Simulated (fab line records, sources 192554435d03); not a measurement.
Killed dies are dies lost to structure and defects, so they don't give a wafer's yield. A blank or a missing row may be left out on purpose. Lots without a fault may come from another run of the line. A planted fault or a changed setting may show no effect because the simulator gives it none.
Problem report in the 8D (eight disciplines) form, filled by code | flow n5_finfet | the parts of the form that need people (team, actions taken, sign-off) are left out

1. THE PROBLEM
etch_rf_on_time_s at N5_BEOL_M10_ETCH_65 reads a mean of 122.4 s on 1 wafer of 1 lot; wafers without a fault read 64.4 s with a standard deviation of 0.79. That is +73 standard deviations from the usual mean.
The step: etches SiARC in CF4, target depth 39 nm, time 65 s.
First seen on wafer L774.4, day 15 09:04, on rie_diel-06. The record holds 32 wafers of 11 lots with a number at this step. Rule for "out", or "out of limits": more than 4 standard deviations from the usual mean. The other wafers with a number count as sound.

2. WHAT IT IS AND WHAT IT IS NOT
question                    | is                | is not
which readings at this step | etch_rf_on_time_s | drypump_motor_current_A, oes_product_au, rf_vpp_V, showerhead_plenum_p_Torr, throttle_valve_pct
which lots                  | L774              | L754, L756, L757, L759, L762, L763, L764, L765, L766, L777
which wafers of those lots  | L774.4            | L774.1
read on which tools         | rie_diel-06       | rie_diel-01, rie_diel-02
when                        | from day 15 09:04 | up to then (28 sound wafers); but 3 sound wafers of L777 came after

3. SUSPECTS, AND WHAT RULES EACH OUT
Counting: a tool at a process step up to the reading stays a suspect if it ran every lot that is out. Sound lots after the first of them don't rule it out here, since some wafers of a struck lot are sound.
- uv_cure-02 at N5_BEOL_M10_CURE_71 (cures SiCOH lowk, time 240 s): kept. It ran the lot that is out, L774 (day 15 04:30); its last sound lot up to then is L759 (day 11 03:52).
- rie_diel-06 at N5_BEOL_M10_ETCH_65 (etches SiARC in CF4, target depth 39 nm, time 65 s): kept. It ran the lot that is out, L774 (day 15 09:04); its last sound lot up to then is L765 (day 14 03:28). Its own readings are out on those wafers: etch_rf_on_time_s.
- Within rie_diel-06 at N5_BEOL_M10_ETCH_65: the wafers that are out ran in chamber 3; their sound lot-mates ran in chamber 2.
Left after counting: uv_cure-02 at N5_BEOL_M10_CURE_71, rie_diel-06 at N5_BEOL_M10_ETCH_65.

4. THE CAUSE (what the simulator had put in)
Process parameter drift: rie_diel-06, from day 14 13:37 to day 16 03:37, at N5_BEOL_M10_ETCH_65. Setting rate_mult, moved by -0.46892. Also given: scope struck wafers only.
Counting left 2 suspects, and this tool is among them.

5. THE CHAIN OF EFFECTS, in route order
Each row: a reading whose mean over the struck wafers that have a number lies more than 3 standard deviations from the usual. Only readings for which the record gives a usual standard deviation are gone through. hours: the time from each lot's start at the first step in this table that gives one to its start at this step, as a median over the lots. sigmas: the change in usual standard deviations.
hours | step                | reading           | usual  | on struck wafers | change | sigmas
0     | N5_BEOL_M10_ETCH_65 | etch_rf_on_time_s | 64.4 s | 122.4            | +58.0  | +73
The process steps in it:
- N5_BEOL_M10_ETCH_65: etches SiARC in CF4, target depth 39 nm, time 65 s.
Later measuring or inspecting steps at which every struck wafer that the step has a row for has a number for every such reading, and none has moved that far: N5_BEOL_M10_OCD_MEAS_38.

6. WHAT WOULD HAVE CAUGHT IT SOONER
In this record the first reading out of limits was taken at day 15 09:04, 19 hours after the fault began at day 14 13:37.
